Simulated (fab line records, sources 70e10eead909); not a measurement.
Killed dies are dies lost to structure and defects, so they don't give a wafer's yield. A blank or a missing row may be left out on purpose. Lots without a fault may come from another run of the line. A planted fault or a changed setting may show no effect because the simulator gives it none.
fab line records | flow nand_harc
record lots=6 wafers=18 last_day=33
route steps=1302 shown A_BONDPAD@1210 END@1302
lots that met no fault: from a run of the same line without faults
start_h: hours from the record's first day to the start of the lot's first wafer shown | wait_h: hours since the lot's step before | " the same as in the row above | L1.1+2: a row that stands for several wafers | - no value, or no start given | * or withheld: withheld | < > ~ a bound
route shown NAME@n: a module of which the file shows steps, and the number in the route of the first | usual: mean/standard deviation of fault-free wafers | same: alike in all rows | chamber/n: place in a boat | sites: the reading at each site | _std_site: their standard deviation | _edge_site: outer sites' mean less inner sites' | radius_mm: how far each site lies from the wafer's centre | mask NAME#n: copy n | behind: the tool/chamber that last shaped the wafer | hold: why the lot was held/for how many hours/how that ended | device: the transistor (n, p or np) that didn't switch | end of line: the same wafers' tests at the end of the route | a step without rows: its recipe alone | killed: dies lost to structure and defects at the first sort, not the wafer's yield | map: a wafer's dies, x killed, . not, _ none there
set.NAME: the setting as run; set.NAME@STEP: as run at that earlier step | model.NAME: the simulator's own value behind a step, which no gauge read
lots at some steps of the route; a table a step, a row a wafer
services: from which hour (start_h, from the record's first day; less than 0 if before it) a tool's chamber was out of use, for how many hours, and why
## steps
# step NHARC_A_BONDPAD_SOFTBAKE_04
# recipe temp_c=125 time_s=70
# step NHARC_A_BONDPAD_EBR_05
# step NHARC_A_BONDPAD_EXPOSE_06
# recipe na=0.55 dose_mj=36.99 mask_id=A_BPAD
# step NHARC_A_BONDPAD_PEB_07
# recipe peb_temp_c=128 peb_time_s=80
# step NHARC_A_BONDPAD_DEVELOP_08
# recipe time_s=50 dev_temp_c=22
# step NHARC_A_BONDPAD_CD_MEAS_09
# recipe target_cd_nm=500 landing_energy_ev=500
# usual cd_nm=500.5/1.6
# columns lot.wafer tool chamber start_h wait_h cd_nm
L772.2 cd_sem-01 0 609.89 - 502.7
L772.4 " 0 " " 501.0
L772.6 " 0 " " 501.3
L775.1 cd_sem-02 0 622.54 - 500.0
L775.2 " 0 " " 498.9
L775.4 " 0 " " 501.0
L777.2 cd_sem-01 0 646.16 - 501.7
L777.4 " 0 " " 501.8
L777.5 " 0 " " 502.6
L783.2 cd_sem-01 0 711.64 - 497.7
L783.3 " 0 " " 501.3
L783.6 " 0 " " 500.2
L784.2 cd_sem-01 0 731.38 - 500.6
L784.3 " 0 " " 501.7
L784.4 " 0 " " 501.3
L788.1 cd_sem-02 0 748.82 - 499.6
L788.3 " 0 " " 500.9
L788.5 " 0 " " 502.7
# step NHARC_A_BONDPAD_OVL_MEAS_35
# usual overlay_x_nm=1/5 overlay_y_nm=0/4.7
# columns lot.wafer tool chamber start_h wait_h overlay_x_nm overlay_y_nm
L772.2 overlay-02 - 609.98 - 8 2
L772.4 " - " " 8 2
L772.6 " - " " 8 2
L775.1 overlay-01 - 622.63 - 7 4
L775.2 " - " " 7 5
L775.4 " - " " 7 4
L777.2 overlay-01 - 646.25 - 4 -2
L777.4 " - " " 4 -2
L777.5 " - " " 3 -2
L783.2 overlay-02 - 711.73 - 8 0
L783.3 " - " " 8 -1
L783.6 " - " " 8 -1
L784.2 overlay-01 - 731.47 - -4 -2
L784.3 " - " " -3 -2
L784.4 " - " " -3 -2
L788.1 overlay-02 - 748.90 - -1 3
L788.3 " - " " 0 3
L788.5 " - " " 0 3
# step NHARC_A_BONDPAD_HARDBAKE_10
# recipe temp_c=118 time_s=65
# step NHARC_A_BONDPAD_DESCUM_11
# recipe time_s=3 o2_flow_sccm=200 ar_flow_sccm=0 bias_power_w=0 chemistry=O2
# usual drypump_motor_current_A=5.8/0.42 oes_product_au=1.000/0.0083 rf_vpp_V=57.7/0.89 showerhead_plenum_p_Torr=1.89/0.058 throttle_valve_pct=11.312/0.0095
# columns lot.wafer tool chamber start_h wait_h drypump_motor_current_A oes_product_au rf_hours_counter_h rf_vpp_V showerhead_plenum_p_Torr throttle_valve_pct
L772.2 rie_diel-03 2 610.10 - 5.2 0.997 58 58.9 1.97 11.330
L772.4 " 3 " " 5.4 1.000 54 57.4 1.80 11.308
L772.6 " 3 " " 5.4 1.012 - 58.0 1.80 11.309
L775.1 rie_diel-05 3 622.75 - 4.9 1.003 0 58.0 1.84 11.323
L775.2 " 0 " " 5.5 0.992 0 57.5 1.87 11.305
L775.4 " 1 " " 5.5 1.002 0 58.6 2.00 11.314
L777.4 rie_diel-11 1 646.39 - 5.9 0.999 1 57.7 1.87 11.307
L777.2 " 2 " " 6.0 0.995 1 57.4 1.87 11.304
L777.5 " 3 " " 6.3 0.993 - 56.8 1.89 11.299
L783.2 rie_diel-03 0 711.86 - 6.3 0.991 16 57.1 1.81 11.308
L783.3 " 1 " " 6.2 0.987 21 58.8 2.05 11.321
L783.6 " 0 " " 6.3 0.997 - 57.2 1.81 11.311
L784.2 rie_diel-11 3 731.59 - 6.3 0.994 3 58.5 1.89 11.316
L784.3 " 1 " " 5.9 0.990 4 58.4 1.87 11.327
L784.4 " 2 " " 6.0 1.007 4 56.8 1.87 11.327
L788.3 rie_diel-03 3 749.03 - 5.3 0.983 28 57.8 1.79 11.308
L788.1 " 1 " " 6.2 0.989 33 57.8 2.05 11.300
L788.5 " 0 " " 6.3 0.995 - 56.4 1.81 11.317
# step NHARC_A_BONDPAD_ETCH_34
# recipe target_depth_a=600 overetch_a=180 time_s=65.91 ion_energy_ev=200 n2_flow_sccm=150 h2_flow_sccm=150 ar_flow_sccm=0 rf_w=400 bias_w=150 chemistry=N2/H2
# usual drypump_motor_current_A=5.8/0.42 oes_product_au=1.000/0.0079 rf_vpp_V=429.8/1.9 showerhead_plenum_p_Torr=2.01/0.065 throttle_valve_pct=14.172/0.009
# columns lot.wafer tool chamber start_h wait_h drypump_motor_current_A oes_product_au rf_hours_counter_h rf_vpp_V showerhead_plenum_p_Torr throttle_valve_pct
L772.4 rie_diel-03 0 610.20 0.1 6.4 0.993 47 427.6 1.94 14.176
L772.2 " 1 " " 6.2 1.013 50 435.1 2.20 14.178
L772.6 " 2 " " 5.2 1.014 - 433.1 2.10 14.175
L775.1 rie_diel-05 1 622.84 0.1 5.5 1.020 0 434.3 2.14 14.156
L775.2 " 2 " " 5.8 0.999 0 432.0 2.03 14.179
L775.4 " 3 " " 4.9 0.998 0 428.0 1.96 14.164
L777.2 rie_diel-11 2 646.46 0.1 6.0 1.004 1 429.1 1.99 14.188
L777.4 " 0 " " 6.3 0.997 1 428.3 1.97 14.172
L777.5 " 2 " " 6.0 1.005 - 428.4 1.99 14.167
L783.2 rie_diel-03 2 712.06 0.2 5.2 0.992 21 431.0 2.09 14.180
L783.3 " 0 " " 6.3 0.995 16 426.8 1.93 14.164
L783.6 " 2 " " 5.2 0.995 - 431.9 2.09 14.181
L784.2 rie_diel-11 2 731.68 0.1 6.1 1.011 4 429.7 1.99 14.193
L784.4 " 3 " " 6.3 1.002 3 430.0 2.02 14.178
L784.3 " 0 " " 6.3 1.014 4 428.9 1.97 14.163
L788.3 rie_diel-03 0 749.12 0.1 6.3 1.000 28 427.9 1.93 14.184
L788.1 " 1 " " 6.2 0.998 33 432.8 2.18 14.181
L788.5 " 3 " " 5.3 0.988 - 426.1 1.91 14.167
# step NHARC_A_BONDPAD_ETCH_12
# recipe target_depth_a=2200 time_s=110 chf3_flow_sccm=50 o2_flow_sccm=10 ar_flow_sccm=200 rf_w=500 bias_w=200 chemistry=CHF3/O2
# usual drypump_motor_current_A=5.8/0.43 oes_product_au=0.945/0.022 rf_vpp_V=369.9/1.7 showerhead_plenum_p_Torr=2.37/0.069 throttle_valve_pct=20.573/0.0086
# columns lot.wafer tool chamber start_h wait_h drypump_motor_current_A oes_product_au rf_hours_counter_h rf_vpp_V showerhead_plenum_p_Torr throttle_valve_pct
L772.4 rie_diel-03 1 - - 6.2 0.952 50 375.1 2.58 20.581
L772.2 " 2 " " 5.2 0.948 58 371.5 2.47 20.567
L772.6 " 1 " " 6.2 0.953 - 375.1 2.58 20.575
L775.1 rie_diel-05 0 - - 5.5 0.960 0 369.7 2.34 20.571
L775.2 " 2 " " 5.8 0.970 0 370.9 2.39 20.562
L775.4 " 3 " " 4.9 0.959 0 369.1 2.31 20.574
L777.2 rie_diel-11 2 - - 6.0 0.927 1 369.4 2.35 20.569
L777.4 " 3 " " 6.3 0.915 1 372.0 2.38 20.575
L777.5 " 0 " " 6.2 0.927 - 369.8 2.33 20.581
L783.3 rie_diel-03 1 - - 6.2 0.918 21 373.8 2.56 20.570
L783.2 " 2 " " 5.2 0.917 21 372.2 2.46 20.560
L783.6 " 3 " " 5.4 0.920 - 367.0 2.26 20.567
L784.2 rie_diel-11 3 - - 6.2 0.959 3 370.3 2.38 20.573
L784.4 " 1 " " 5.9 0.987 4 369.1 2.35 20.600
L784.3 " 2 " " 6.0 0.976 4 370.1 2.35 20.555
L788.3 rie_diel-03 2 - - 5.2 0.929 33 371.3 2.45 20.568
L788.1 " 3 " " 5.4 0.917 28 369.3 2.25 20.570
L788.5 " 2 " " 5.2 0.929 - 373.4 2.45 20.567
# step NHARC_A_BONDPAD_CD_MEAS_13
# usual cd_nm=499.8/1.7
# columns lot.wafer tool chamber start_h wait_h cd_nm
L772.2 cd_sem-01 - 610.52 - 502.1
L772.4 " - " " 500.7
L772.6 " - " " 501.5
L775.1 cd_sem-03 - 623.07 - 499.1
L775.2 " - " " 498.0
L775.4 " - " " 500.7
L777.2 cd_sem-03 - 646.69 - 500.6
L777.4 " - " " 501.0
L777.5 " - " " 502.5
L783.2 cd_sem-03 - 712.29 - 496.5
L783.3 " - " " 499.4
L783.6 " - " " 498.9
L784.2 cd_sem-01 - 731.92 - 499.6
L784.3 " - " " 500.8
L784.4 " - " " 502.6
L788.1 cd_sem-01 - 749.34 - 499.6
L788.3 " - " " 501.1
L788.5 " - " " 501.7
# step NHARC_A_BONDPAD_STRIP_15
# recipe o2_flow_sccm=500 ar_flow_sccm=0 bias_w=0 chemistry=O2
# usual chamber_pressure_mTorr=60.00/0.063 drypump_motor_current_A=5.9/0.39 oes_product_au=0.999/0.0078 rf_vpp_V=57.7/0.93 showerhead_plenum_p_Torr=3.48/0.1 throttle_valve_pct=17.037/0.0095
# columns lot.wafer tool chamber start_h wait_h chamber_pressure_mTorr drypump_motor_current_A oes_product_au rf_hours_counter_h rf_vpp_V showerhead_plenum_p_Torr throttle_valve_pct
L772.4 rie_diel-03 2 610.72 0.2 59.96 5.2 0.995 58 58.9 3.63 17.039
L772.2 " 3 " " 60.01 5.3 1.006 55 57.7 3.34 17.039
L772.6 " 3 " " 60.12 5.3 1.009 - 56.1 3.34 17.028
L775.4 rie_diel-11 2 623.14 0.1 51.02 6.0 0.997 0 56.9 3.45 17.031
L775.2 " 3 " " 51.21 6.3 0.998 0 57.0 3.49 17.042
L775.1 " 1 " " 50.94 5.9 1.003 0 58.4 3.45 17.023
L777.4 rie_diel-11 1 646.76 0.1 51.14 5.9 0.980 1 58.1 3.45 17.044
L777.2 " 2 " " 50.99 6.0 0.998 1 57.2 3.45 17.034
L777.5 " 1 " " 51.02 5.9 0.985 - 57.8 3.45 17.034
L783.2 rie_diel-11 0 712.36 0.1 59.98 6.2 1.006 4 58.3 3.42 17.050
L783.3 " 2 " " 60.03 6.0 1.011 3 57.0 3.45 17.055
L783.6 " 1 " " 60.04 5.9 1.001 - 57.7 3.45 17.031
L784.3 rie_diel-05 0 732.00 0.1 60.05 5.5 0.978 21 57.2 3.43 17.039
L784.4 " 1 " " 59.94 5.5 1.003 23 58.3 3.67 17.035
L784.2 " 3 " " 60.08 4.9 1.002 21 55.5 3.39 17.048
L788.1 rie_diel-11 1 749.42 0.1 60.08 5.9 1.007 5 57.1 3.45 17.029
L788.3 " 3 " " 59.96 6.3 0.992 4 56.6 3.49 17.042
L788.5 " 1 " " 60.00 5.9 1.006 - 58.0 3.45 17.033
# step NHARC_A_BONDPAD_ETCH_24
# recipe target_depth_a=300 over_etch_frac=0.3 time_s=72.99 ion_energy_ev=150 cf4_flow_sccm=50 n2_flow_sccm=100 ar_flow_sccm=150 rf_w=300 bias_w=100 chemistry=CF4/N2
# usual drypump_motor_current_A=5.9/0.39 oes_product_au=1.000/0.008 rf_vpp_V=313.3/1.4 showerhead_plenum_p_Torr=2.58/0.07 throttle_valve_pct=19.794/0.0086
# columns lot.wafer tool chamber start_h wait_h drypump_motor_current_A oes_product_au rf_hours_counter_h rf_vpp_V showerhead_plenum_p_Torr throttle_valve_pct
L772.4 rie_diel-03 0 - - 6.3 0.985 47 313.7 2.50 19.794
L772.2 " 1 " " 6.2 0.994 50 317.2 2.82 19.800
L772.6 " 3 " " 5.4 1.010 - 312.6 2.48 19.799
L775.1 rie_diel-11 0 - - 6.2 0.995 0 312.5 2.55 19.797
L775.4 " 1 " " 5.9 0.994 0 313.8 2.57 19.788
L775.2 " 2 " " 6.0 0.994 0 313.9 2.57 19.797
L777.2 rie_diel-11 3 - - 6.3 0.991 1 313.1 2.60 19.792
L777.4 " 2 " " 6.0 1.004 1 314.5 2.57 19.787
L777.5 " 0 " " 6.3 1.010 - 313.0 2.55 19.804
L783.3 rie_diel-11 0 - - 6.2 1.004 4 313.8 2.55 19.791
L783.2 " 1 " " 5.9 0.999 3 313.3 2.57 19.785
L783.6 " 0 " " 6.2 1.012 - 313.8 2.55 19.777
L784.2 rie_diel-05 3 - - 4.9 1.005 21 312.7 2.52 19.806
L784.3 " 1 " " 5.5 0.999 23 315.9 2.73 19.793
L784.4 " 2 " " 5.8 0.993 23 313.9 2.60 19.792
L788.3 rie_diel-11 1 - - 5.9 1.011 5 312.2 2.57 19.801
L788.1 " 3 " " 6.3 0.988 4 313.4 2.60 19.807
L788.5 " 2 " " 6.0 1.006 - 312.5 2.57 19.805
# step NHARC_END_SORT_01
# recipe temp_c=25
# usual defect_limited_yield=91/3 killed_at_array=59/20 killed_at_other=0.8/1 killed_at_periphery=3.2/2.1 killed_dies=63/21 killed_open=3.0/1.9 killed_short=2.3/1.5
# same gross_dies=677
# columns lot.wafer tool chamber start_h wait_h defect_limited_yield[%] killed_at_array killed_at_other killed_at_periphery killed_dies killed_open killed_short
L775.1 prober-01 0 652.70 2.5 94 33 3 2 38 2 3
L775.2 prober-01 0 653.49 2.8 95 27 1 6 34 4 2
L775.4 prober-01 0 655.07 3.4 94 37 0 5 42 3 0
L777.2 prober-01 0 678.89 2.8 84 105 0 3 108 2 0
L777.4 prober-01 0 680.49 3.4 86 92 0 0 92 0 2
L777.5 prober-01 0 681.28 3.7 88 82 0 0 82 1 2
# killed by level:class
L775.1 A_CHANNEL_HOLE_D2:chamber_film_flake=10 A_CHANNEL_HOLE_D1:chamber_film_flake=6 A_CONTACT:chamber_film_flake=4 A_STAIRCASE:chamber_film_flake=3 A_SLIT:chamber_film_flake=3 THIN_TSV:chamber_film_flake=3 P_CONTACT:geometric_particle:open=1 A_CHANNEL_HOLE_D1:geometric_particle:open=1
L775.2 A_CHANNEL_HOLE_D2:chamber_film_flake=11 A_CHANNEL_HOLE_D1:chamber_film_flake=6 A_STAIRCASE:chamber_film_flake=3 P_GATE:chamber_film_flake=2 P_BONDPAD:chamber_film_flake=2 A_WL_FILL:chamber_film_flake=2 P_CONTACT:geometric_particle:open=1 A_ONON_D1:geometric_particle:open=1
L775.4 A_CHANNEL_HOLE_D2:chamber_film_flake=17 A_CONTACT:chamber_film_flake=5 A_CHANNEL_HOLE_D1:chamber_film_flake=4 P_BONDPAD:chamber_film_flake=3 A_STAIRCASE:chamber_film_flake=3 A_BONDPAD:chamber_film_flake=3 P_CONTACT:geometric_particle:open=1 A_WL_FILL:geometric_particle:open=1
L777.2 A_SLIT:chamber_film_flake=34 A_CHANNEL_HOLE_D1:chamber_film_flake=25 A_CHANNEL_HOLE_D2:chamber_film_flake=18 A_STAIRCASE:chamber_film_flake=10 A_CONTACT:chamber_film_flake=10 A_SGD_CUT:chamber_film_flake=4 P_CONTACT:geometric_particle:open=2 A_ZERO_WELL:chamber_film_flake=2
L777.4 A_CHANNEL_HOLE_D1:chamber_film_flake=29 A_SLIT:chamber_film_flake=24 A_CHANNEL_HOLE_D2:chamber_film_flake=13 A_STAIRCASE:chamber_film_flake=10 A_CONTACT:chamber_film_flake=8 A_SGD_CUT:chamber_film_flake=3 A_DECK1_JOINT:geometric_particle:short=1 A_CONTACT:geometric_particle:short=1
L777.5 A_CHANNEL_HOLE_D1:chamber_film_flake=29 A_SLIT:chamber_film_flake=26 A_CONTACT:chamber_film_flake=8 A_STAIRCASE:chamber_film_flake=5 A_CHANNEL_HOLE_D2:chamber_film_flake=5 A_ZERO_WELL:chamber_film_flake=3 A_M1:chamber_film_flake=2 A_DECK1_JOINT:geometric_particle:short=1
## services
# columns tool chamber start_h hours kind
rie_diel-11 0 588.51 - clean
rie_diel-11 1 588.51 - clean
rie_diel-11 2 588.51 - clean
rie_diel-11 3 588.51 - clean
rie_diel-05 - 606.25 9.0 pm
rie_diel-11 - 609.50 9.0 pm
rie_diel-11 0 609.50 9.0 vent_cycle
rie_diel-11 1 609.50 9.0 vent_cycle
rie_diel-11 2 609.50 9.0 vent_cycle
rie_diel-11 3 609.50 9.0 vent_cycle
rie_diel-03 0 613.32 12.3 repair
rie_diel-11 0 618.50 - clean
rie_diel-11 1 618.50 - clean
rie_diel-11 2 618.50 - clean
rie_diel-11 3 618.50 - clean
rie_diel-03 - 638.93 9.0 pm
rie_diel-11 0 643.00 - clean
rie_diel-11 1 643.00 - clean
rie_diel-05 - 659.51 10.5 repair
rie_diel-03 - 677.90 0.5 repair
rie_diel-11 3 678.79 3.0 repair
rie_diel-05 0 685.51 4.9 repair
rie_diel-05 2 687.88 1.9 repair
rie_diel-11 0 735.68 9.8 repair
## key
first_sign step=NHARC_A_BONDPAD_STRIP_15 reading=chamber_pressure_mTorr direction=down sigmas=99+ usual=60.00 struck=51.05
effect none on later readings
met_at NHARC_A_BONDPAD_STRIP_15
struck_wafers L775.1,L775.2,L775.4,L777.2,L777.4,L777.5
fault kind=process_parameter_drift tool=rie_diel-11 chamber=- onset_h=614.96 steps=NHARC_A_BONDPAD_STRIP_15 channel=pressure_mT offset=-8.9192 shape=step end_h=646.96 acts_in=these_recipes_only stated=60
